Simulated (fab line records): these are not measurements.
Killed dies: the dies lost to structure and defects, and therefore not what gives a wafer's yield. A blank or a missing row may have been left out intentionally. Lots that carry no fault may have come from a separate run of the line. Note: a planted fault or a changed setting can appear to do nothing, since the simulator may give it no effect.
Matching of chambers / flow n5-finfet / 4 sister chambers for N5_FIN_CUT_CUT_ETCH_15 on rie-si-06
The step etches Si in HBr/Cl2/O2, target depth 100 nm, bt time 10 s, time 42.4 s. 4 wafers are shown with their chamber, then 9 later ones without.

WAFERS PAIRED WITH THEIR CHAMBERS
wafer=L077.3; chamber=3; drypump-motor-current-A (A)=6.3
wafer=L089.1; chamber=0; drypump-motor-current-A (A)=5.5
wafer=L089.3; chamber=1; drypump-motor-current-A (A)=5.7
wafer=L089.4; chamber=2; drypump-motor-current-A (A)=5.7

WAFERS WHOSE CHAMBER IS MISSING
wafer=L093.1; drypump-motor-current-A (A)=5.6
wafer=L093.3; drypump-motor-current-A (A)=6.3
wafer=L093.4; drypump-motor-current-A (A)=5.8
wafer=L095.1; drypump-motor-current-A (A)=6.3
wafer=L095.2; drypump-motor-current-A (A)=5.6
wafer=L095.3; drypump-motor-current-A (A)=5.7
wafer=L097.2; drypump-motor-current-A (A)=6.3
wafer=L097.4; drypump-motor-current-A (A)=5.7
wafer=L097.5; drypump-motor-current-A (A)=5.6

EACH ONE'S CHAMBER
wafer=L093.1; from the rows above=can't be placed: 0 or 1 or 2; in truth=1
wafer=L093.3; from the rows above=3; in truth=3
wafer=L093.4; from the rows above=can't be placed: 1 or 2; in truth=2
wafer=L095.1; from the rows above=3; in truth=3
wafer=L095.2; from the rows above=can't be placed: 0 or 1 or 2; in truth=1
wafer=L095.3; from the rows above=can't be placed: 1 or 2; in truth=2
wafer=L097.2; from the rows above=3; in truth=3
wafer=L097.4; from the rows above=can't be placed: 1 or 2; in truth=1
wafer=L097.5; from the rows above=can't be placed: 0 or 1 or 2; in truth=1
3 of 9 placed correctly. Cannot be placed on the basis of these rows: 6; the candidates contain the true chamber in 6. 0 placed wrongly.
How it was worked out, from the rows above alone: a wafer's distance from a chamber is the root of the sum, over the readings, of the square of ((its reading less the chamber's mean) divided by the reading's scatter). If the next closest chamber is less than 2 further off than the closest, the wafer can't be placed; otherwise it belongs to the closest. Each chamber's mean is taken over the wafers shown for it. The scatter (one wafer shown for each chamber): square how far every hidden wafer sits from the nearest shown wafer, average those squares and take the square root.
